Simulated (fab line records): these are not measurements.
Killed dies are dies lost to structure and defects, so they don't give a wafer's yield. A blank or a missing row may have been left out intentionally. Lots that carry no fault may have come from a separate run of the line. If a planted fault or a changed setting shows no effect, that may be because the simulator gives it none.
Which tool is to blame? / flow nand_harc / 33 wafers from 11 lots sampled at 5 of the route's 1159 steps

WHAT THE GAUGES SHOWED, per wafer
NHARC_END_SORT_01.
lot=L363; measured=day 20 13:37; on=prober-01; killed_at_periphery=0 3 0
lot=L370; measured=day 21 13:03; on=prober-01; killed_at_periphery=4 4 1
lot=L373; measured=day 22 05:19; on=prober-02; killed_at_periphery=644 653 650
lot=L374; measured=day 22 04:41; on=prober-01; killed_at_periphery=638 652 643
lot=L377; measured=day 22 21:02; on=prober-02; killed_at_periphery=4 3 2
lot=L379; measured=day 23 03:11; on=prober-01; killed_at_periphery=2 5 1
lot=L381; measured=day 23 12:02; on=prober-02; killed_at_periphery=8 11 8
lot=L380; measured=day 23 03:58; on=prober-02; killed_at_periphery=3 5 4
lot=L382; measured=day 23 19:44; on=prober-02; killed_at_periphery=6 7 6
lot=L384; measured=day 25 01:52; on=prober-02; killed_at_periphery=2 2 6
lot=L386; measured=day 24 04:13; on=prober-02; killed_at_periphery=3 4 2

WHAT TOOL EACH LOT RAN ON (gives the tool, then ch and the chambers of the sampled wafers, and finally the start)
lot=L363; NHARC_P_GATE_DESCUM_31=rie_diel-07 ch 0,1,2, day 4 13:14; NHARC_P_GATE_STRIP_108=rie_diel-07 ch 0,2,3, day 4 13:55; NHARC_P_GATE_ALD_36=ald_sin-04 ch 1,3, day 4 15:35; NHARC_P_GATE_DESCUM_61=rie_diel-07 ch 0,2,3, day 5 02:52
lot=L370; NHARC_P_GATE_DESCUM_31=rie_diel-07 ch 0,1,2, day 6 12:22; NHARC_P_GATE_STRIP_108=rie_diel-07 ch 1,3, day 6 12:58; NHARC_P_GATE_ALD_36=ald_sin-04 ch 1,2,3, day 6 14:40; NHARC_P_GATE_DESCUM_61=rie_diel-01 ch 1,2,3, day 7 02:55
lot=L373; NHARC_P_GATE_DESCUM_31=rie_diel-11 ch 0,2, day 7 06:08; NHARC_P_GATE_STRIP_108=rie_diel-11 ch 1,3, day 7 07:01; NHARC_P_GATE_ALD_36=ald_sin-02 ch 0,2, day 7 07:38; NHARC_P_GATE_DESCUM_61=rie_diel-11 ch 1,3, day 7 22:17
lot=L374; NHARC_P_GATE_DESCUM_31=rie_diel-07 ch 0,1,2, day 7 06:15; NHARC_P_GATE_STRIP_108=rie_diel-07 ch 0,2,3, day 7 06:58; NHARC_P_GATE_ALD_36=ald_sin-04 ch 0,1,3, day 7 07:36; NHARC_P_GATE_DESCUM_61=rie_diel-07 ch 1,2,3, day 7 19:58
lot=L377; NHARC_P_GATE_DESCUM_31=rie_diel-11 ch 0,1,2, day 8 06:41; NHARC_P_GATE_STRIP_108=rie_diel-07 ch 0,1,3, day 8 07:35; NHARC_P_GATE_ALD_36=ald_sin-02 ch 0,1,2, day 8 11:25; NHARC_P_GATE_DESCUM_61=rie_diel-07 ch 0,1, day 8 20:48
lot=L379; NHARC_P_GATE_DESCUM_31=rie_diel-11 ch 0,1,3, day 8 16:25; NHARC_P_GATE_STRIP_108=rie_diel-11 ch 0,1,3, day 8 17:03; NHARC_P_GATE_ALD_36=ald_sin-04 ch 1,2,3, day 8 17:41; NHARC_P_GATE_DESCUM_61=rie_diel-07 ch 0,1,3, day 9 06:13
lot=L381; NHARC_P_GATE_DESCUM_31=rie_diel-07 ch 0,1,2, day 8 23:38; NHARC_P_GATE_STRIP_108=rie_diel-07 ch 0,1,2, day 9 00:23; NHARC_P_GATE_ALD_36=ald_sin-02 ch 1,2,3, day 9 01:01; NHARC_P_GATE_DESCUM_61=rie_diel-07 ch 1,2,3, day 9 13:22
lot=L380; NHARC_P_GATE_DESCUM_31=rie_diel-07 ch 2,3, day 8 23:47; NHARC_P_GATE_STRIP_108=rie_diel-07 ch 1,2,3, day 9 00:30; NHARC_P_GATE_ALD_36=ald_sin-01 ch 0,1,3, day 9 01:06; NHARC_P_GATE_DESCUM_61=rie_diel-01 ch 1,2,3, day 9 13:43
lot=L382; NHARC_P_GATE_DESCUM_31=rie_diel-07 ch 0,2,3, day 9 07:04; NHARC_P_GATE_STRIP_108=rie_diel-11 ch 0,1,3, day 9 07:41; NHARC_P_GATE_ALD_36=ald_sin-02 ch 0,2,3, day 9 09:25; NHARC_P_GATE_DESCUM_61=rie_diel-07 ch 0,1,2, day 9 20:39
lot=L384; NHARC_P_GATE_DESCUM_31=rie_diel-11 ch 1,2,3, day 9 23:46; NHARC_P_GATE_STRIP_108=rie_diel-11 ch 1,3, day 10 00:28; NHARC_P_GATE_ALD_36=ald_sin-02 ch 1,2, day 10 01:05; NHARC_P_GATE_DESCUM_61=rie_diel-11 ch 0,2, day 10 14:32
lot=L386; NHARC_P_GATE_DESCUM_31=rie_diel-11 ch 0,2,3, day 10 05:06; NHARC_P_GATE_STRIP_108=rie_diel-01 ch 0,1,3, day 10 05:43; NHARC_P_GATE_ALD_36=ald_sin-04 ch 0,1,3, day 10 06:21; NHARC_P_GATE_DESCUM_61=rie_diel-11 ch 0,1,2, day 10 18:50
- NHARC_P_GATE_DESCUM_31: chemistry O2, time 3 s.
- NHARC_P_GATE_STRIP_108: strips in O2.
- NHARC_P_GATE_ALD_36: deposits SiNx, target thk 20 nm, pulse time 60 s, ald cycles 223.
- NHARC_P_GATE_DESCUM_61: chemistry O2, time 3 s.

THE ANSWER, worked out from the rows above alone
Rule: usual is defined by the lots themselves. Put in order of their means at a reading, lots are off if they are a third of the lots or fewer, leave a main group of 4 or more, and stand apart from it by a gap of 3 or more times the standard deviation of the main group's means; of several such gaps the widest counts. The tables above print the reading to a certain number of digits; a main group whose means all agree to those digits is not used. Also off: a lot with no number at a reading for which 4 or more lots have one. All remaining lots with rows at the step are treated as sound.
Off at NHARC_END_SORT_01 (killed_at_periphery): L373, L374. The main group: mean 3.9, standard deviation 2.2.
If a tool, at a process step before that reading, ran all the lots that are off and no sound lot after the first of them, it fits. The gauges at NHARC_END_SORT_01 are tried like those tools. None of those tried fits.

WHAT THE SIMULATOR HAD INSERTED
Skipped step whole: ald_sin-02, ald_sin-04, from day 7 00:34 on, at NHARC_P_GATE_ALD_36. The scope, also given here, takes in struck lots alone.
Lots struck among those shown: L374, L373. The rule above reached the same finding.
